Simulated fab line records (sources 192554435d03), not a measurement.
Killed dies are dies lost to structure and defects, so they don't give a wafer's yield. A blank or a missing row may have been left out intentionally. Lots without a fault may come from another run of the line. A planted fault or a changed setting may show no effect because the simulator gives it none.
fab line records	flow n5-finfet
record lots=7	wafers=21
route steps=1938 shown SDB@350 HKMG_FIN@435 GATE_CUT@501 MOL_CONTACT_COAG@531 BEOL_M0_CUTY@711 BEOL_M0@720
start-h: start of the lot's first displayed wafer, in hours after the record's first day	wait-h: hours elapsed since this lot's preceding step	" repeats the value in the row above	L1.1+2: a single row standing in for several wafers	- no value, or no start given	* or withheld: withheld	< > ~ a bound
route shown NAME@n: a module of which the file shows steps, and the number in the route of the first	usual: mean and standard deviation over wafers with no fault	same: alike in all rows	chamber/n: place in a boat	sites: each site's reading	_std_site: their standard deviation	_edge_site: inner sites' mean taken away from outer sites' mean	radius-mm: how far each site lies from the wafer's centre	mask NAME#n: copy n	behind: the tool/chamber that last shaped the wafer	hold: cause of the lot's hold/its duration in hours/its outcome	device: names the non-switching transistor (n, p or np)	end of line: the tests these same wafers got at the end of their route	where a step has no rows: the recipe by itself	killed: dies lost to structure and defects at the first sort, not the wafer's yield	map: the dies of a wafer, with x for killed, . for not killed, _ for no die there
set.NAME: the setting that was run; set.NAME@STEP: the one run at that earlier step	model.NAME: the simulator's own value behind a step, which no gauge read
one table per step and one row per wafer, for lots whose settings were changed on purpose
## steps
# step N5_SDB_COAT_05
# recipe resist=CAR-ArF	spin-rpm=1500	resist-thk-nm=90
lot.wafer	tool	chamber	start-h	wait-h	set.spin-rpm	model.CAR-ArF_of_SDB_COAT_05.thk-nm
L077.1	litho-track-03	0	-	-	1500	90.2
L077.4+5	"	0	"	"	1500	89.8
L081.1	litho-track-02	0	-	-	1370	93.8
L081.3+6	"	0	"	"	1500	89.6
L083.1+2+4	litho-track-03	0	-	-	1500	89.6
L084.1	litho-track-02	0	-	-	1590	87
L084.4	"	0	"	"	1590	86.6
L084.6	"	0	"	"	1500	89.6
L089.3+5	litho-track-02	0	-	-	1433	92
L089.4	"	0	"	"	1500	89.8
L093.1	litho-track-03	0	-	-	1500	90
L093.5+6	"	0	"	"	1500	89.8
L095.4	litho-track-04	0	-	-	1500	89.6
L095.5	"	0	"	"	1500	89.4
L095.6	"	0	"	"	1577	87.2
# step N5_SDB_EBR_07
# recipe solvent=PGMEA	ebr-width-mm=1.5
# step N5_SDB_SOFTBAKE_06
# recipe temp-c=110	time-s=60	resist=CAR-ArF
# step N5_SDB_EXPOSE_08
# recipe mask-id=SDB	na=1.35	source-shape=conventional	sigma-outer=0.5	polarization=unpolarized	dose-mj=49.6
# step N5_SDB_PEB_09
# recipe peb-temp-c=withheld	peb-time-s=60	resist=CAR-ArF
# step N5_SDB_DEVELOP_10
# recipe develop-time-s=30	developer=TMAH	resist=CAR-ArF	rinse-liquid=diw	dry=air-spin	dev-temp-c=23
lot.wafer	tool	chamber	start-h	wait-h	set.spin-rpm@SDB_COAT_05	model.CAR-ArF_of_SDB_COAT_05.thk-nm
L077.1	litho-track-02	0	-	-	1500	88.4
L077.4+5	"	0	"	"	1500	88
L081.1	litho-track-02	0	-	-	1370	92.2
L081.3+6	"	0	"	"	1500	88
L083.1+2+4	litho-track-02	0	-	-	1500	87.8
L084.1	litho-track-03	0	-	-	1590	85.2
L084.4	"	0	"	"	1590	85
L084.6	"	0	"	"	1500	88
L089.3+5	litho-track-04	0	-	-	1433	90.2
L089.4	"	0	"	"	1500	88
L093.1+5	litho-track-04	0	-	-	1500	88.2
L093.6	"	0	"	"	1500	88
L095.4	litho-track-04	0	-	-	1500	88
L095.5	"	0	"	"	1500	87.6
L095.6	"	0	"	"	1577	85.6
# step N5_SDB_DESCUM_16
# recipe chemistry=O2	time-s=7.9	source-power-w=50	bias-power-w=20	pressure-mtorr=20	rf-frequency-hz=2.712e+07	temp-c=40	resist=CAR-ArF	o2-flow-sccm=225
# step N5_SDB_ETCH_17
# recipe chemistry=CF4	target=SiARC	target-depth-a=234	mask-material=CAR-ArF	time-s=39	ion-energy-ev=80	pressure-mtorr=40	source-w=545	bias-w=36	Ar_flow_sccm=100	cf4-flow-sccm=100	ends=cleared
# step N5_SDB_ETCH_18
# recipe chemistry=N2/H2	target=SOC	target-depth-a=1000	overetch-a=200	mask-material=SiARC	temp-c=40	time-s=150	ion-energy-ev=200	pressure-mtorr=30	source-w=840	bias-w=150	n2-flow-sccm=200	h2-flow-sccm=200
lot.wafer	tool	chamber	start-h	wait-h	set.spin-rpm@SDB_COAT_03	model.etch.depth-nm
L077.1	rie-diel-02	1	89.57	0.0	1500	99.88
L077.4	"	3	"	"	1500	99.68
L077.5	"	2	"	"	1500	99.85
L081.1	rie-diel-03	0	107.06	0.0	1500	99.85
L081.3	"	3	"	"	1500	99.79
L081.6	"	1	"	"	1500	99.47
L083.1	rie-diel-04	1	121.92	0.0	1500	99.7
L083.2	"	3	"	"	1500	99.91
L083.4	"	1	"	"	1500	99.85
L084.1	rie-diel-04	2	126.22	0.0	1500	99.99
L084.4	"	1	"	"	1603	96.8
L084.6	"	3	"	"	1603	96.45
L089.3	rie-diel-03	3	160.89	0.0	1555	98.31
L089.4	"	1	"	"	1500	99.9
L089.5	"	2	"	"	1555	98.47
L093.1	rie-diel-03	2	182.05	0.0	1500	100.2
L093.5	"	3	"	"	1456	102
L093.6	"	2	"	"	1500	100.3
L095.4	rie-diel-03	2	191.16	0.0	1607	96.2
L095.5	"	1	"	"	1500	99.65
L095.6	"	0	"	"	1500	99.72
# step N5_SDB_STRIP_19
# recipe chemistry=N2/H2	temp-c=40	n2-flow-sccm=200	h2-flow-sccm=200	rf-frequency-hz=6e+07
# step N5_SDB_STRIP_21
# recipe chemistry=CF4	resist=SiARC	power-w=300	bias-power-w=75	pressure-mtorr=50	cf4-flow-sccm=150	rf-frequency-hz=6e+07
# step N5_SDB_HM_OPEN_20
# recipe chemistry=CH3F/O2	target=SiNx	mask-material=SOC	target-depth-a=240	stop-on=poly-Si	over-etch-frac=0.4	ion-energy-ev=120	pressure-mtorr=30	source-w=395	bias-w=73	Ar_flow_sccm=150	CH3F_flow_sccm=30	O2_flow_sccm=20
lot.wafer	tool	chamber	start-h	wait-h	set.spin-rpm@SDB_COAT_03	model.SOC_of_SDB_COAT_03.thk-nm
L077.1+5	rie-diel-02	1,2	89.73	0.0	1500	83.8
L077.4	"	3	"	"	1500	83.4
L081.1+6	rie-diel-03	0,1	107.22	0.0	1500	84
L081.3	"	3	"	"	1500	83.8
L083.1+4	rie-diel-04	1	122.08	0.0	1500	83.6
L083.2	"	3	"	"	1500	84.4
L084.1	rie-diel-04	2	126.38	0.0	1500	84.4
L084.4	"	1	"	"	1603	80.8
L084.6	"	3	"	"	1603	81.2
L089.3	rie-diel-03	3	161.05	0.0	1555	82.6
L089.4	"	1	"	"	1500	84.2
L089.5	"	2	"	"	1555	82.4
L093.1	rie-diel-03	2	182.21	0.0	1500	84.4
L093.5	"	3	"	"	1456	86
L093.6	"	2	"	"	1500	84.2
L095.4	rie-diel-03	2	191.32	0.0	1607	80.2
L095.5+6	"	1,0	"	"	1500	83.8
# step N5_SDB_STRIP_22
# recipe chemistry=N2/H2	power-w=1000	temp-c=250	h2-frac=0.65	overash-fraction=0.3	pressure-mtorr=withheld	n2-flow-sccm=1750	h2-flow-sccm=3250
# usual strip-time-to-endpoint-s=96.4/0.31
lot.wafer	tool	chamber	start-h	wait-h	set.spin-rpm@SDB_COAT_03	strip-time-to-endpoint-s
L077.1	plasma-asher-01	0	89.81	0.1	1500	96.1
L077.4	"	1	"	"	1500	95.7
L077.5	"	1	"	"	1500	96.1
L081.1	plasma-asher-02	1	107.30	0.1	1500	96.2
L081.3	"	0	"	"	1500	96.1
L081.6	"	1	"	"	1500	96.2
L083.1	plasma-asher-02	0	122.17	0.1	1500	95.8
L083.2	"	1	"	"	1500	96.6
L083.4	"	1	"	"	1500	95.8
L084.1	plasma-asher-01	0	126.46	0.1	1500	96.5
L084.4	"	0	"	"	1603	93.2
L084.6	"	1	"	"	1603	93.6
L089.3	plasma-asher-01	0	161.17	0.1	1555	94.9
L089.4	"	1	"	"	1500	96.4
L089.5	"	0	"	"	1555	94.7
L093.1	plasma-asher-01	1	182.32	0.1	1500	96.6
L093.5	"	1	"	"	1456	98.2
L093.6	"	0	"	"	1500	96.5
L095.4	plasma-asher-02	1	191.44	0.1	1607	92.7
L095.5	"	0	"	"	1500	95.9
L095.6	"	1	"	"	1500	96.0
# step N5_HKMG_FIN_ETCH_32
# recipe chemistry=N2/H2	target=SOC	target-depth-a=2400	temp-c=40	time-s=300	ion-energy-ev=200	mask-material=SiARC	pressure-mtorr=30	source-w=840	bias-w=150	n2-flow-sccm=200	h2-flow-sccm=200
# usual rf-vpp-V=524.7/2.3
lot.wafer	tool	chamber	start-h	wait-h	set.bias-w	rf-vpp-V	model.SiARC_of_HKMG_FIN_COAT_30.thk-nm
L077.1	rie-diel-03	1	99.11	0.0	150	525.9	21.8
L077.4	"	0	"	"	150	527.2	21
L077.5	"	2	"	"	150	527.0	20.8
L081.1	rie-diel-03	0	116.34	0.0	164.7	558.3	19.6
L081.3	"	2	"	"	150	526.3	21.2
L081.6	"	3	"	"	150	529.1	21.6
L083.1	rie-diel-04	1	131.43	0.0	150	523.8	21.4
L083.2	"	2	"	"	171.5	571.0	18.6
L083.4	"	3	"	"	171.5	568.6	19.4
L084.1	rie-diel-04	0	135.54	0.0	150	521.7	20.4
L084.4	"	2	"	"	172	570.4	18.6
L084.6	"	0	"	"	150	522.5	20.4
L089.3	rie-diel-03	3	170.41	0.0	150	529.0	21.8
L089.4	"	2	"	"	161.6	552.6	19.8
L089.5	"	2	"	"	161.6	552.4	19.6
L093.1	rie-diel-04	3	191.49	0.0	150	522.9	21
L093.5	"	2	"	"	150	524.1	21.4
L093.6	"	3	"	"	150	522.2	21
L095.4	rie-diel-02	3	200.87	0.0	150	522.8	20.8
L095.5	"	0	"	"	150	522.4	21.2
L095.6	"	1	"	"	157.3	537.2	20
# step N5_HKMG_FIN_COAT_85
# recipe resist=SOC	temp-c=250	time-s=60	spin-rpm=1500	resist-thk-nm=300
lot.wafer	tool	chamber	start-h	wait-h	set.spin-rpm	model.SOC_of_HKMG_FIN_COAT_85.thk-nm
L077.1+4	litho-track-02	0	100.27	0.2	1500	299.2
L077.5	"	0	"	"	1500	299.8
L081.1+3	litho-track-02	0	117.50	0.2	1500	299.4
L081.6	"	0	"	"	1500	299.8
L083.1	litho-track-02	0	132.60	0.2	1500	300.2
L083.2	"	0	"	"	1500	299.8
L083.4	"	0	"	"	1663	284.8
L084.1	litho-track-01	0	136.71	0.2	1500	301.6
L084.4	"	0	"	"	1500	301.4
L084.6	"	0	"	"	1500	302
L089.3	litho-track-05	0	171.59	0.2	1500	300.8
L089.4	"	0	"	"	1500	301.2
L089.5	"	0	"	"	1500	300.2
L093.1	litho-track-05	0	192.65	0.2	1500	300.4
L093.5	"	0	"	"	1382	312
L093.6	"	0	"	"	1500	300.8
L095.4+6	litho-track-01	0	202.05	0.2	1500	300
L095.5	"	0	"	"	1500	299.6
# step N5_GATE_CUT_CUT_ETCH_54
# recipe chemistry=Cl2/BCl3	target=TiN	mask-material=SiO2	target-depth-a=967	pressure-mtorr=10	icp-w=1000	bias-w=126	Cl2_flow_sccm=53.25	bcl3-flow-sccm=21.75	Ar_flow_sccm=25	ends=cleared
# usual etch-rf-on-time-s=37.1/0.76
lot.wafer	tool	chamber	start-h	wait-h	set.icp-w	etch-rf-on-time-s
L077.1	rie-metal-02	1	107.69	0.0	1000	37.7
L077.4	"	1	"	"	1000	37.5
L077.5	"	1	"	"	1000	37.5
L081.1	rie-metal-02	0	124.90	0.0	1000	36.5
L081.3	"	1	"	"	1177	32.5
L081.6	"	0	"	"	1000	36.4
L083.1	rie-metal-03	0	140.00	0.0	934.8	37.7
L083.2	"	1	"	"	1000	36.9
L083.4	"	1	"	"	1000	36.8
L084.1	rie-metal-02	1	144.50	0.0	1000	37.3
L084.4	"	0	"	"	1087	33.7
L084.6	"	0	"	"	1087	33.9
L089.3	rie-metal-02	1	179.29	0.0	954.2	39.4
L089.4	"	0	"	"	1000	36.7
L089.5	"	1	"	"	1000	37.6
L093.1	rie-metal-02	1	200.27	0.1	1000	37.8
L093.5	"	0	"	"	1000	36.4
L093.6	"	1	"	"	1000	37.9
L095.4	rie-metal-03	0	209.59	0.0	1000	36.4
L095.5	"	1	"	"	1000	37.5
L095.6	"	0	"	"	1000	36.1
# step N5_MOL_CONTACT_COAG_ETCH_105
# recipe chemistry=CF4	target=SiARC	target-depth-a=156	mask-material=CAR-EUV	time-s=26	ion-energy-ev=80	pressure-mtorr=40	source-w=545	bias-w=36	Ar_flow_sccm=100	cf4-flow-sccm=100	ends=cleared
# usual rf-vpp-V=184.4/1
lot.wafer	tool	chamber	start-h	wait-h	set.bias-w	rf-vpp-V
L077.1	rie-diel-03	1	111.08	0.0	36	184.9
L077.4	"	3	"	"	36	185.2
L077.5	"	0	"	"	36	184.3
L081.1	rie-diel-04	3	128.34	0.0	33.47	176.0
L081.3	"	2	"	"	36	183.5
L081.6	"	1	"	"	36	184.1
L083.1	rie-diel-04	2	143.38	0.0	36	183.9
L083.2	"	1	"	"	38.25	190.6
L083.4	"	2	"	"	38.25	191.5
L084.1	rie-diel-04	2	148.16	0.0	36	184.5
L084.4	"	3	"	"	38.1	191.3
L084.6	"	0	"	"	38.1	191.0
L089.3	rie-diel-02	1	184.03	0.0	36	183.7
L089.4	"	0	"	"	36	182.3
L089.5	"	3	"	"	41.94	202.3
L093.1	rie-diel-02	2	204.09	0.0	36	183.8
L093.5	"	2	"	"	39.56	195.5
L093.6	"	3	"	"	36	183.8
L095.4	rie-diel-04	2	213.24	0.0	32.99	174.5
L095.5	"	2	"	"	36	183.5
L095.6	"	3	"	"	32.99	172.5
# step N5_MOL_CONTACT_COAG_ETCHBACK_135
# recipe chemistry=CHF3	target=SiO2	target-depth-a=250	time-s=16.7	ion-energy-ev=200	pressure-mtorr=30	source-w=610	bias-w=170	Ar_flow_sccm=200	CHF3_flow_sccm=50
lot.wafer	tool	chamber	start-h	wait-h	set.time-s	model.SOC_of_MOL_CONTACT_COAG_COAT_75.thk-nm
L077.1+4	rie-diel-04	3,1	125.38	0.0	16.7	57.6
L077.5	"	2	"	"	16.7	57.4
L081.1+3	rie-diel-04	2,1	141.55	0.0	16.7	57.2
L081.6	"	0	"	"	13.84	57.6
L083.1+2+4	rie-diel-02	2,1,3	153.31	0.0	14.98	57.6
L084.1+4	rie-diel-04	2,0	158.86	0.0	14.07	57.6
L084.6	"	3	"	"	16.7	57.2
L089.3	rie-diel-02	2	194.89	0.0	16.7	57.6
L089.4	"	1	"	"	14.39	57.8
L089.5	"	1	"	"	16.7	57.2
L093.1+5	rie-diel-03	1	215.95	0.0	16.7	57.2
L093.6	"	0	"	"	15.24	57.4
L095.4	rie-diel-02	0	224.71	0.0	16.7	57.4
L095.5	"	1	"	"	15.04	57.6
L095.6	"	2	"	"	15.04	57.8
# step N5_MOL_CONTACT_COAG_COAT_64
# recipe resist=underlayer	temp-c=205	time-s=60	spin-rpm=1500	resist-thk-nm=10
lot.wafer	tool	chamber	start-h	wait-h	set.spin-rpm	model.underlayer_of_MOL_CONTACT_COAG_COAT_64.thk-nm
L077.1+4+5	litho-track-04	0	-	-	1500	10
L081.1	litho-track-05	0	-	-	1500	10
L081.3	"	0	"	"	1597	9.6
L081.6	"	0	"	"	1597	9.8
L083.1	litho-track-02	0	-	-	1365	10.4
L083.2+4	"	0	"	"	1500	10
L084.1+6	litho-track-04	0	-	-	1500	10
L084.4	"	0	"	"	1354	10.6
L089.3+4	litho-track-04	0	-	-	1500	10
L089.5	"	0	"	"	1344	10.6
L093.1	litho-track-04	0	-	-	1434	10.2
L093.5+6	"	0	"	"	1500	10
L095.4	litho-track-04	0	-	-	1454	10.2
L095.5+6	"	0	"	"	1500	10
# step N5_MOL_CONTACT_COAG_COAT_34
# recipe resist=CAR-EUV	spin-rpm=1500	resist-thk-nm=40
# step N5_MOL_CONTACT_COAG_EBR_36
# recipe solvent=PGMEA	ebr-width-mm=1.5
# step N5_MOL_CONTACT_COAG_DESCUM_45
# recipe chemistry=O2	time-s=7	source-power-w=50	bias-power-w=20	pressure-mtorr=20	rf-frequency-hz=2.712e+07	temp-c=40	resist=CAR-EUV	o2-flow-sccm=225
# step N5_MOL_CONTACT_COAG_ETCH_65
# recipe chemistry=N2/H2	target=underlayer	target-depth-a=130	mask-material=CAR-EUV	time-s=10.4	ion-energy-ev=200	pressure-mtorr=30	source-w=840	bias-w=150	n2-flow-sccm=200	h2-flow-sccm=200	ends=cleared
lot.wafer	tool	chamber	start-h	wait-h	set.spin-rpm@MOL_CONTACT_COAG_COAT_64	model.etch.depth-nm
L077.1	rie-diel-04	2	126.58	0.0	1500	9.988
L077.4	"	1	"	"	1500	10.02
L077.5	"	2	"	"	1500	9.96
L081.1	rie-diel-02	2	142.52	0.0	1500	10.01
L081.3	"	0	"	"	1597	9.667
L081.6	"	0	"	"	1597	9.717
L083.1	rie-diel-04	3	154.81	0.0	1365	10.47
L083.2	"	0	"	"	1500	9.993
L083.4	"	2	"	"	1500	9.954
L084.1	rie-diel-04	1	159.86	0.0	1500	10.03
L084.4	"	3	"	"	1354	10.56
L084.6	"	2	"	"	1500	10.05
L089.3	rie-diel-02	3	196.06	0.0	1500	10.03
L089.4	"	2	"	"	1500	10.05
L089.5	"	0	"	"	1344	10.62
L093.1	rie-diel-04	2	216.85	0.0	1434	10.25
L093.5	"	0	"	"	1500	9.991
L093.6	"	1	"	"	1500	9.993
L095.4	rie-diel-03	1	225.56	0.0	1454	10.18
L095.5	"	3	"	"	1500	10.01
L095.6	"	0	"	"	1500	10
# step N5_MOL_CONTACT_COAG_ETCH_66
# recipe chemistry=CF4	target=SiARC	target-depth-a=130	mask-material=CAR-EUV	time-s=21.7	ion-energy-ev=80	pressure-mtorr=40	source-w=545	bias-w=36	Ar_flow_sccm=100	cf4-flow-sccm=100	ends=cleared
lot.wafer	tool	chamber	start-h	wait-h	set.spin-rpm@MOL_CONTACT_COAG_COAT_64	model.CAR-EUV_of_MOL_CONTACT_COAG_COAT_34.thk-nm
L077.1	rie-diel-04	2	126.60	0.0	1500	17
L077.4	"	1	"	"	1500	16.8
L077.5	"	2	"	"	1500	17.2
L081.1	rie-diel-02	2	142.54	0.0	1500	17
L081.3+6	"	0	"	"	1597	17.4
L083.1	rie-diel-04	3	154.83	0.0	1365	16.6
L083.2	"	0	"	"	1500	17
L083.4	"	2	"	"	1500	17.2
L084.1	rie-diel-04	1	159.88	0.0	1500	16.6
L084.4	"	3	"	"	1354	16.4
L084.6	"	2	"	"	1500	16.8
L089.3+4	rie-diel-02	3,2	196.08	0.0	1500	16.8
L089.5	"	0	"	"	1344	16.2
L093.1	rie-diel-04	2	216.87	0.0	1434	16.8
L093.5	"	0	"	"	1500	17
L093.6	"	1	"	"	1500	16.8
L095.4	rie-diel-03	1	225.60	0.0	1454	16.8
L095.5+6	"	3,0	"	"	1500	16.8
# step N5_BEOL_M0_CUTY_DESCUM_61
# recipe chemistry=O2	time-s=7.9	source-power-w=50	bias-power-w=20	pressure-mtorr=20	rf-frequency-hz=2.712e+07	temp-c=40	resist=CAR-ArF-block	o2-flow-sccm=225
lot.wafer	tool	chamber	start-h	wait-h	set.time-s	model.CAR-ArF-block_of_BEOL_M0_CUTY_COAT_51.thk-nm
L077.1	rie-diel-04	1	143.69	0.3	7.9	143.4
L077.4	"	1	"	"	7.9	143.6
L077.5	"	0	"	"	7.9	143.2
L081.1	rie-diel-02	0	154.84	0.3	8.853	143.4
L081.3+6	"	3,0	"	"	7.9	144
L083.1	rie-diel-03	1	168.53	0.0	7.9	143.4
L083.2	"	3	"	"	7.9	143.2
L083.4	"	2	"	"	7.133	144.2
L084.1	rie-diel-02	2	173.17	0.0	9.536	142.6
L084.4	"	0	"	"	7.9	143
L084.6	"	3	"	"	9.536	142
L089.3	rie-diel-03	2	208.64	0.0	8.8	142.6
L089.4	"	1	"	"	7.9	143.4
L089.5	"	0	"	"	8.8	143
L093.1+5	rie-diel-03	0,1	230.75	0.7	9.65	142.4
L093.6	"	2	"	"	7.9	143.8
L095.4	rie-diel-02	2	239.59	0.0	9.262	143
L095.5	"	3	"	"	7.9	143.8
L095.6	"	2	"	"	7.9	143.6
# step N5_BEOL_M0_CUTY_ETCH_62
# recipe chemistry=CF4	target=SiARC	mask-material=CAR-ArF-block	time-s=58.5	ion-energy-ev=80	pressure-mtorr=40	source-w=545	bias-w=36	Ar_flow_sccm=100	cf4-flow-sccm=100	ends=cleared
lot.wafer	tool	chamber	start-h	wait-h	set.time-s@BEOL_M0_CUTY_DESCUM_61	model.CAR-ArF-block_of_BEOL_M0_CUTY_COAT_51.thk-nm
L077.1	rie-diel-04	1	143.73	0.0	7.9	118.4
L077.4	"	1	"	"	7.9	118.6
L077.5	"	0	"	"	7.9	118.2
L081.1	rie-diel-02	0	154.87	0.0	8.853	118.4
L081.3+6	"	3,0	"	"	7.9	118.8
L083.1	rie-diel-03	1	168.57	0.0	7.9	118.4
L083.2	"	3	"	"	7.9	118.2
L083.4	"	2	"	"	7.133	119.2
L084.1	rie-diel-02	2	173.20	0.0	9.536	117.6
L084.4	"	0	"	"	7.9	118
L084.6	"	3	"	"	9.536	116.8
L089.3	rie-diel-03	2	208.67	0.0	8.8	117.6
L089.4	"	1	"	"	7.9	118.2
L089.5	"	0	"	"	8.8	117.8
L093.1+5	rie-diel-03	0,1	230.78	0.0	9.65	117.4
L093.6	"	2	"	"	7.9	118.6
L095.4	rie-diel-02	2	239.62	0.0	9.262	117.8
L095.5	"	3	"	"	7.9	118.8
L095.6	"	2	"	"	7.9	118.6
# step N5_BEOL_M0_ETCH_128
# recipe chemistry=CF4/N2	target-depth-a=120	overetch-a=51	target=SiCN	time-s=21.4	ion-energy-ev=150	pressure-mtorr=40	source-w=430	bias-w=70	Ar_flow_sccm=100	cf4-flow-sccm=60	n2-flow-sccm=60
# usual rf-vpp-V=382.8/1.6
lot.wafer	tool	chamber	start-h	wait-h	set.source-w	rf-vpp-V
L077.1	rie-diel-03	0	148.50	0.0	430	384.7
L077.4	"	3	"	"	430	384.7
L077.5	"	0	"	"	430	383.7
L081.1	rie-diel-04	3	156.08	0.5	430	381.3
L081.3	"	2	"	"	380.4	397.7
L081.6	"	3	"	"	430	380.6
L083.1	rie-diel-04	3	171.30	0.4	430	383.1
L083.2	"	0	"	"	430	380.9
L083.4	"	2	"	"	430	383.1
L084.1	rie-diel-02	0	174.60	0.3	430	380.6
L084.4	"	1	"	"	368.6	400.3
L084.6	"	1	"	"	430	379.5
L089.3	rie-diel-03	3	210.07	0.3	404.9	392.2
L089.4	"	0	"	"	404.9	392.0
L089.5	"	1	"	"	430	383.4
L093.1	rie-diel-02	0	233.57	0.1	374.8	399.3
L093.5	"	2	"	"	430	384.3
L093.6	"	1	"	"	430	380.8
L095.4	rie-diel-03	3	240.76	0.1	378.5	400.3
L095.5	"	2	"	"	378.5	401.0
L095.6	"	3	"	"	430	384.8
## key
split step=N5_SDB_COAT_05	setting=spin-rpm	stated=1500	by=wafer
response step=N5_SDB_COAT_05	reading=model.CAR-ArF_of_SDB_COAT_05.thk-nm	change=-0.475	per=1%	r=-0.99
response step=N5_SDB_DEVELOP_10	reading=model.CAR-ArF_of_SDB_COAT_05.thk-nm	change=-0.476	per=1%	r=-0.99
split step=N5_HKMG_FIN_ETCH_32	setting=bias-w	stated=150	by=wafer
response step=N5_HKMG_FIN_ETCH_32	reading=rf-vpp-V	change=+3.2	per=1%	r=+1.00
response step=N5_HKMG_FIN_ETCH_32	reading=model.SiARC_of_HKMG_FIN_COAT_30.thk-nm	change=-0.166	per=1%	r=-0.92
split step=N5_HKMG_FIN_COAT_85	setting=spin-rpm	stated=1500	by=wafer
response step=N5_HKMG_FIN_COAT_85	reading=model.SOC_of_HKMG_FIN_COAT_85.thk-nm	change=-1.42	per=1%	r=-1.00
split step=N5_GATE_CUT_CUT_ETCH_54	setting=icp-w	stated=1000	by=wafer
response step=N5_GATE_CUT_CUT_ETCH_54	reading=etch-rf-on-time-s	change=*	per=1%	r=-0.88
split step=N5_MOL_CONTACT_COAG_ETCH_105	setting=bias-w	stated=36	by=wafer
response step=N5_MOL_CONTACT_COAG_ETCH_105	reading=rf-vpp-V	change=+1.17	per=1%	r=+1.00
split step=N5_MOL_CONTACT_COAG_ETCHBACK_135	setting=time-s	stated=16.7	by=wafer
response step=N5_MOL_CONTACT_COAG_ETCHBACK_135	reading=model.SOC_of_MOL_CONTACT_COAG_COAT_75.thk-nm	change=-0.0258	per=1%	r=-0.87
split step=N5_MOL_CONTACT_COAG_COAT_64	setting=spin-rpm	stated=1500	by=wafer
response step=N5_MOL_CONTACT_COAG_COAT_64	reading=model.underlayer_of_MOL_CONTACT_COAG_COAT_64.thk-nm	change=-0.0539	per=1%	r=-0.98
response step=N5_MOL_CONTACT_COAG_ETCH_65	reading=model.etch.depth-nm	change=-0.0544	per=1%	r=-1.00
response step=N5_MOL_CONTACT_COAG_ETCH_66	reading=model.CAR-EUV_of_MOL_CONTACT_COAG_COAT_34.thk-nm	change=+0.0471	per=1%	r=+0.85
split step=N5_BEOL_M0_CUTY_DESCUM_61	setting=time-s	stated=7.9	by=wafer
response step=N5_BEOL_M0_CUTY_DESCUM_61	reading=model.CAR-ArF-block_of_BEOL_M0_CUTY_COAT_51.thk-nm	change=-0.0507	per=1%	r=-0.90
response step=N5_BEOL_M0_CUTY_ETCH_62	reading=model.CAR-ArF-block_of_BEOL_M0_CUTY_COAT_51.thk-nm	change=-0.0491	per=1%	r=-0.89
split step=N5_BEOL_M0_ETCH_128	setting=source-w	stated=430	by=wafer
response step=N5_BEOL_M0_ETCH_128	reading=rf-vpp-V	change=-1.38	per=1%	r=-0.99
split outside-this-file step=N5_SDB_COAT_03 setting=spin-rpm
# split outside-this-file: this setting was split too, and the file shows its column; the key of that split is in another file
